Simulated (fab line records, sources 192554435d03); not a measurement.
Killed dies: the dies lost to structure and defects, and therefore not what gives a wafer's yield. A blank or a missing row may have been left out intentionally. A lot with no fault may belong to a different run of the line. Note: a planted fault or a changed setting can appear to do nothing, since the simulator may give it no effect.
A single fault, viewed from 2 desks | flow n5-finfet | each desk has only its own numbers; what lay behind them comes last

## FOR THE TOOL OWNER'S DESK: epi-rpcvd-04
The tool's own readings at N5_WELL_APT_EPI_41 (deposits Si from SiH4/H2, target thk 50 nm, time 297.7 s): means of the sampled wafers that have a number, for each lot that ran on this tool. If a lot's mean is further than 4 standard deviations from the usual mean, the lot is out of limits and carries the mark OUT (the distance appears in the brackets).
Columns: A = throttle-valve-pct at N5_WELL_APT_EPI_41, usual 11.21 %
lot  | first seen here | A
L268 | day 1 22:14     | 11.21
L271 | day 2 16:19     | 11.21
L272 | day 2 22:16     | 11.22
L274 | day 3 10:46     | 11.19
L275 | day 3 16:49     | 11.29
L276 | day 3 22:15     | 11.25
L278 | day 4 10:26     | 11.13
L288 | day 6 23:13     | 11.38
This desk found nothing out of limits on any of the 8 lots.

## THE METROLOGY DESK
What the gauges read for every lot (on any tool): the sampled wafers with a number, averaged. If a lot's mean is further than 4 standard deviations from the usual mean, the lot is out of limits and carries the mark OUT (the distance appears in the brackets). Readings shown: 7 out of 13 (the first out of limits, and those lying furthest out on some lot).
Columns: A = CJ_N at N5_BEOL_M4_RC_MEAS_101, usual 4.35; B = CJ_P at N5_BEOL_M4_RC_MEAS_101, usual 5.78; C = DIBL_P at N5_BEOL_M4_RC_MEAS_101, usual 36.1 mV/V; D = IOFF_P at N5_BEOL_M4_RC_MEAS_101, usual 0.22 nA/um; E = ION_P at N5_BEOL_M4_RC_MEAS_101, usual 463 uA/um; F = RS_PWELL at N5_BEOL_M4_RC_MEAS_101, usual 3013 ohm/sq; G = VT_P at N5_BEOL_M4_RC_MEAS_101, usual -250 mV
lot  | first seen here | A               | B               | C    | D    | E   | F               | G
L267 | day 8 04:59     | 4.25            | 5.78            | 37.2 | 0.17 | 449 | 2971            | -255
L268 | day 8 07:29     | 4.38            | 5.68            | 34.4 | 0.22 | 470 | 3030            | -248
L271 | day 9 05:44     | 4.47            | 5.90            | 33.7 | 0.19 | 461 | 3002            | -250
L272 | day 9 08:32     | 4.45            | 5.98            | 34.7 | 0.20 | 461 | 3042            | -249
L274 | day 9 21:27     | 4.28            | 5.47            | 34.7 | 0.18 | 450 | 3000            | -255
L275 | day 10 04:14    | 4.83 (+5.3) OUT | 5.00 (-4.1) OUT | 37.1 | 0.27 | 468 | 3112 (+4.1) OUT | -246
L276 | day 10 08:41    | 4.93 (+6.3) OUT | 4.46 (-7.0) OUT | 38.5 | 0.26 | 472 | 3167 (+6.4) OUT | -245
L278 | day 10 22:03    | 4.90 (+6.0) OUT | 4.45 (-7.0) OUT | 37.1 | 0.26 | 475 | 3082            | -245
L288 | day 13 06:59    | 4.42            | 5.82            | 34.6 | 0.20 | 458 | 3045            | -249
L290 | day 15 03:51    | 4.32            | 5.60            | 37.5 | 0.22 | 468 | 2982            | -248
Per this desk, out of limits: L275, L276, L278; the first was L275, day 10 04:14 (CJ_N at N5_BEOL_M4_RC_MEAS_101). In limits: L267, L268, L271, L272, L274, L288, L290.

## TAKEN TOGETHER
On L275, L276, L278, the metrology desk was in a position to raise an alarm at day 10 04:14.
The tool owner's desk saw nothing out of limits.
The tool owner's desk has L275, L276, L278 on record, within its limits.
The lots listed all ran N5_WELL_APT_EPI_41 on epi-rpcvd-04.

## WHAT HAD BEEN PUT IN BY THE SIMULATOR
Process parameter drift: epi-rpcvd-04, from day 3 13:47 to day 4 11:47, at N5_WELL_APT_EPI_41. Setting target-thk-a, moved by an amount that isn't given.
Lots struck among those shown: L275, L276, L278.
Per desk, hours elapsed from the start of the fault to the first reading out of limits: for the metrology desk, 158.
